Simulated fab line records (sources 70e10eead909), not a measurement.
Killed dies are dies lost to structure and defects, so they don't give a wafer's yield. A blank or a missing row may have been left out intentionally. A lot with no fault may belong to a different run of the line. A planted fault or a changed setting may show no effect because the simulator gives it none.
Matching of chambers -- flow nand-harc -- NHARC_A_STAIRCASE_DEP_325 on pecvd-01: 3 sister chambers
The step deposits SiO2, target thk 3800 nm. 14 wafers are shown with their chamber, then 7 later ones without.

WAFERS PAIRED WITH THEIR CHAMBERS
wafer,chamber,heater-power-w (W)
L076.2,2,863
L076.3,0,641
L076.6,2,731
L077.1,0,662
L077.4,1,649
L077.6,2,723
L079.3,1,751
L079.4,2,746
L079.6,0,572
L083.1,2,863
L083.4,2,705
L083.5,0,571
L087.1,2,813
L087.3,2,741

SIGNATURES (means of the wafers above)
reading,chamber 0,chamber 1,chamber 2,scatter within a chamber
heater-power-w,611.50,700.00,773.12,60.5
Rule: for a wafer and a chamber, the distance is found by dividing, reading by reading, the gap between the wafer's reading and the chamber's mean by the reading's scatter, squaring, summing and taking the root. If the next closest chamber is less than 2 further off than the closest, the wafer can't be placed; otherwise it belongs to the closest. The scatter: the root of (the sum of the squares of (reading less its chamber's mean) over the shown wafers, divided by (wafers less chambers)).

WAFERS MISSING THEIR CHAMBER
wafer,heater-power-w (W)
L087.5,634
L088.3,672
L088.4,733
L088.6,578
L089.4,720
L089.5,580
L089.6,659

WHICH CHAMBER EACH WENT THROUGH
wafer,from the rows above,in truth
L087.5,can't be placed: 0 or 1 or 2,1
L088.3,can't be placed: 1 or 0 or 2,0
L088.4,can't be placed: 1 or 2 or 0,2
L088.6,can't be placed: 0 or 1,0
L089.4,can't be placed: 1 or 2 or 0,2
L089.5,can't be placed: 0 or 1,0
L089.6,can't be placed: 1 or 0 or 2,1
0 of 7 placed correctly. Cannot be placed on the basis of these rows: 7; the candidates contain the true chamber in 7. Placed wrongly: 0.
